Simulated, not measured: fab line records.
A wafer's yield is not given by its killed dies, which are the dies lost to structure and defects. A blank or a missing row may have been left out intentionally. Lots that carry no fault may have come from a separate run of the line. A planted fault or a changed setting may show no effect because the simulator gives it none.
Matching of chambers + flow n5 finfet + N5_GATE_CUT_ALD_22 on ald sin-03 has 4 sister chambers
The step deposits SiNx, target thk 16 nm, pulse time 1 s, ald cycles 320. 4 wafers are shown with their chamber, then 7 later ones without.

## EACH WAFER AND ITS CHAMBER
| wafer  | chamber | heater power w (W) |
|--------|---------|--------------------|
| L079.2 | 1       | 782                |
| L079.5 | 2       | 893                |
| L083.2 | 3       | 717                |
| L083.4 | 0       | 903                |

## WAFERS MISSING THEIR CHAMBER
| wafer  | heater power w (W) |
|--------|--------------------|
| L083.6 | 794                |
| L088.1 | 888                |
| L088.2 | 901                |
| L088.3 | 749                |
| L088.4 | 805                |
| L088.5 | 897                |
| L088.6 | 775                |

## CHAMBER TAKEN BY EACH
| wafer  | from the rows above     | in truth |
|--------|-------------------------|----------|
| L083.6 | 1                       | 1        |
| L088.1 | can't be placed: 2 or 0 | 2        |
| L088.2 | can't be placed: 0 or 2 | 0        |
| L088.3 | can't be placed: 3 or 1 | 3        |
| L088.4 | 1                       | 1        |
| L088.5 | can't be placed: 2 or 0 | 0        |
| L088.6 | 1                       | 1        |
Correctly placed: 3 of 7. Cannot be placed on the basis of these rows: 4; the candidates contain the true chamber in 4. Number placed wrongly: 0.
How it was worked out, from the rows above alone: a wafer's distance from a chamber is the root of the sum, over the readings, of the square of ((its reading less the chamber's mean) divided by the reading's scatter). If the next closest chamber is less than 2 further off than the closest, the wafer can't be placed; otherwise it belongs to the closest. A chamber's mean is the mean of its shown wafers. The scatter (one wafer shown for each chamber): square how far every hidden wafer sits from the nearest shown wafer, average those squares and take the square root.
